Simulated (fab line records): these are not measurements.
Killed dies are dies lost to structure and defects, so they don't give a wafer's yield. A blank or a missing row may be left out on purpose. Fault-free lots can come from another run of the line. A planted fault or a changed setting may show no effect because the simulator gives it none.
Split-lot experiment :: flow n5-finfet :: 7 lots, 21 wafers read, on a route of 1938 steps

## THE SPLIT
At N5_BEOL_M2_COAT_67 (time 60 s, resist thk 60 nm), the setting spin-rpm was moved away from the recipe's 1500 rpm on 7 of the 21 wafers read, by -9.5% to +8.3%. The other wafers ran this setting at the recipe's value.

## FROM THE SPLIT TO THE READING: what the file shows between them, 7 steps
- N5_BEOL_M2_COAT_68: time 60 s, resist thk 12 nm
- N5_BEOL_M2_COAT_76: time 60 s, resist thk 5 nm
- N5_BEOL_M2_ALD_98: deposits SiO2, target thk 2.5 nm, pulse time 1 s, co reactant pulse time 1 s
- N5_BEOL_M2_ETCHBACK_99: etches SiO2 in CHF3, target depth 5 nm, time 10.4 s
- N5_BEOL_M2_ETCH_70: etches SOC in N2/H2, target depth 80 nm, overetch 24 nm, time 130 s
- N5_BEOL_M2_STRIP_71: strips in N2/H2
- N5_BEOL_M2_STRIP_78: strips in N2/H2

## THE READING
SOC_of_BEOL_M2_COAT_67.thk-nm (the simulator's own value, which no gauge read), in nm, at N5_BEOL_M2_VIA_ETCH_34 (etches the open film in C4F6/O2, target depth 69.4 nm, time 65.9 s). The file does not state a usual value for it. Across the 14 wafers here that went through the recipe, the average is 51.9 nm and the standard deviation 0.22 nm.

wafer: L075.1
tool, chamber at the split: litho-track-01, 0
spin-rpm as run, rpm: 1500
against the recipe: recipe
SOC_of_BEOL_M2_COAT_67.thk-nm, nm: 51.8
against lot-mates on the recipe: -

wafer: L075.4
tool, chamber at the split: litho-track-01, 0
spin-rpm as run, rpm: 1500
against the recipe: recipe
SOC_of_BEOL_M2_COAT_67.thk-nm, nm: 51.8
against lot-mates on the recipe: -

wafer: L075.5
tool, chamber at the split: litho-track-01, 0
spin-rpm as run, rpm: 1500
against the recipe: recipe
SOC_of_BEOL_M2_COAT_67.thk-nm, nm: 52
against lot-mates on the recipe: -

wafer: L077.4
tool, chamber at the split: litho-track-05, 0
spin-rpm as run, rpm: 1564
against the recipe: +4.3%
SOC_of_BEOL_M2_COAT_67.thk-nm, nm: 50.8
against lot-mates on the recipe: -1.4

wafer: L077.5
tool, chamber at the split: litho-track-05, 0
spin-rpm as run, rpm: 1500
against the recipe: recipe
SOC_of_BEOL_M2_COAT_67.thk-nm, nm: 52.2
against lot-mates on the recipe: -

wafer: L077.6
tool, chamber at the split: litho-track-05, 0
spin-rpm as run, rpm: 1564
against the recipe: +4.3%
SOC_of_BEOL_M2_COAT_67.thk-nm, nm: 51
against lot-mates on the recipe: -1.2

wafer: L079.1
tool, chamber at the split: litho-track-01, 0
spin-rpm as run, rpm: 1500
against the recipe: recipe
SOC_of_BEOL_M2_COAT_67.thk-nm, nm: 51.8
against lot-mates on the recipe: -

wafer: L079.4
tool, chamber at the split: litho-track-01, 0
spin-rpm as run, rpm: 1563
against the recipe: +4.2%
SOC_of_BEOL_M2_COAT_67.thk-nm, nm: 50.6
against lot-mates on the recipe: -1.2

wafer: L079.6
tool, chamber at the split: litho-track-01, 0
spin-rpm as run, rpm: 1563
against the recipe: +4.2%
SOC_of_BEOL_M2_COAT_67.thk-nm, nm: 50.8
against lot-mates on the recipe: -1.0

wafer: L082.3
tool, chamber at the split: litho-track-05, 0
spin-rpm as run, rpm: 1624
against the recipe: +8.3%
SOC_of_BEOL_M2_COAT_67.thk-nm, nm: 49.8
against lot-mates on the recipe: -2.4

wafer: L082.4
tool, chamber at the split: litho-track-05, 0
spin-rpm as run, rpm: 1500
against the recipe: recipe
SOC_of_BEOL_M2_COAT_67.thk-nm, nm: 52.2
against lot-mates on the recipe: -

wafer: L082.5
tool, chamber at the split: litho-track-05, 0
spin-rpm as run, rpm: 1624
against the recipe: +8.3%
SOC_of_BEOL_M2_COAT_67.thk-nm, nm: 49.4
against lot-mates on the recipe: -2.8

wafer: L085.3
tool, chamber at the split: litho-track-05, 0
spin-rpm as run, rpm: 1500
against the recipe: recipe
SOC_of_BEOL_M2_COAT_67.thk-nm, nm: 52
against lot-mates on the recipe: -

wafer: L085.5
tool, chamber at the split: litho-track-05, 0
spin-rpm as run, rpm: 1500
against the recipe: recipe
SOC_of_BEOL_M2_COAT_67.thk-nm, nm: 51.6
against lot-mates on the recipe: -

wafer: L085.6
tool, chamber at the split: litho-track-05, 0
spin-rpm as run, rpm: 1500
against the recipe: recipe
SOC_of_BEOL_M2_COAT_67.thk-nm, nm: 51.8
against lot-mates on the recipe: -

wafer: L086.2
tool, chamber at the split: litho-track-01, 0
spin-rpm as run, rpm: 1500
against the recipe: recipe
SOC_of_BEOL_M2_COAT_67.thk-nm, nm: 51.4
against lot-mates on the recipe: -

wafer: L086.4
tool, chamber at the split: litho-track-01, 0
spin-rpm as run, rpm: 1500
against the recipe: recipe
SOC_of_BEOL_M2_COAT_67.thk-nm, nm: 52
against lot-mates on the recipe: -

wafer: L086.6
tool, chamber at the split: litho-track-01, 0
spin-rpm as run, rpm: 1500
against the recipe: recipe
SOC_of_BEOL_M2_COAT_67.thk-nm, nm: 52
against lot-mates on the recipe: -

wafer: L092.3
tool, chamber at the split: litho-track-05, 0
spin-rpm as run, rpm: 1500
against the recipe: recipe
SOC_of_BEOL_M2_COAT_67.thk-nm, nm: 52
against lot-mates on the recipe: -

wafer: L092.4
tool, chamber at the split: litho-track-05, 0
spin-rpm as run, rpm: 1500
against the recipe: recipe
SOC_of_BEOL_M2_COAT_67.thk-nm, nm: 52.2
against lot-mates on the recipe: -

wafer: L092.5
tool, chamber at the split: litho-track-05, 0
spin-rpm as run, rpm: 1357
against the recipe: -9.5%
SOC_of_BEOL_M2_COAT_67.thk-nm, nm: 55.2
against lot-mates on the recipe: +3.1

FIT RESULTS
A straight line over all 21 wafers: SOC_of_BEOL_M2_COAT_67.thk-nm changes by -0.301 nm for each +1% of spin-rpm; r = -0.98; the points scatter about the line by 0.24 nm.
The same after taking each lot's own level away (the mean of its wafers on the recipe; 21 wafers): -0.313 nm for each +1%; r = -0.99; scatter 0.17 nm.
According to that fit, moving spin-rpm by its largest amount changes the reading by 3 nm.
The span of the lots' own levels, 51.80 to 52.20 nm, comes to 1.8 times the standard deviation stated above.
Hence the lot-to-lot level has little effect on the slope; both slopes agree.
Check: for one of the wafers moved furthest among these (-9.5%), held out of the fit, the line's prediction against its lot-mates is +2.93 nm. It came out at +3.1 nm against them.

## THE WHOLE CHAIN: every reading that the file lists as answering this split, in the file's order
step: N5_BEOL_M2_COAT_67
what it does: time 60 s, resist thk 60 nm
reading: SOC_of_BEOL_M2_COAT_67.thk-nm (the simulator's own value, which no gauge read)
change (the file's fit): -0.303 nm for each +1% of the setting
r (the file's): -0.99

step: N5_BEOL_M2_ETCH_70
what it does: etches SOC in N2/H2, target depth 80 nm, overetch 24 nm, time 130 s
reading: etch.depth-nm (the simulator's own value, which no gauge read)
change (the file's fit): -0.312 nm for each +1% of the setting
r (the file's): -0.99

step: N5_BEOL_M2_VIA_ETCH_34
what it does: etches the open film in C4F6/O2, target depth 69.4 nm, time 65.9 s
reading: SOC_of_BEOL_M2_COAT_67.thk-nm (the simulator's own value, which no gauge read)
change (the file's fit): -0.314 nm for each +1% of the setting
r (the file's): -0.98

## FILE'S OWN FIT
SOC_of_BEOL_M2_COAT_67.thk-nm changes by -0.314 nm for each +1% of spin-rpm, r = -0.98.
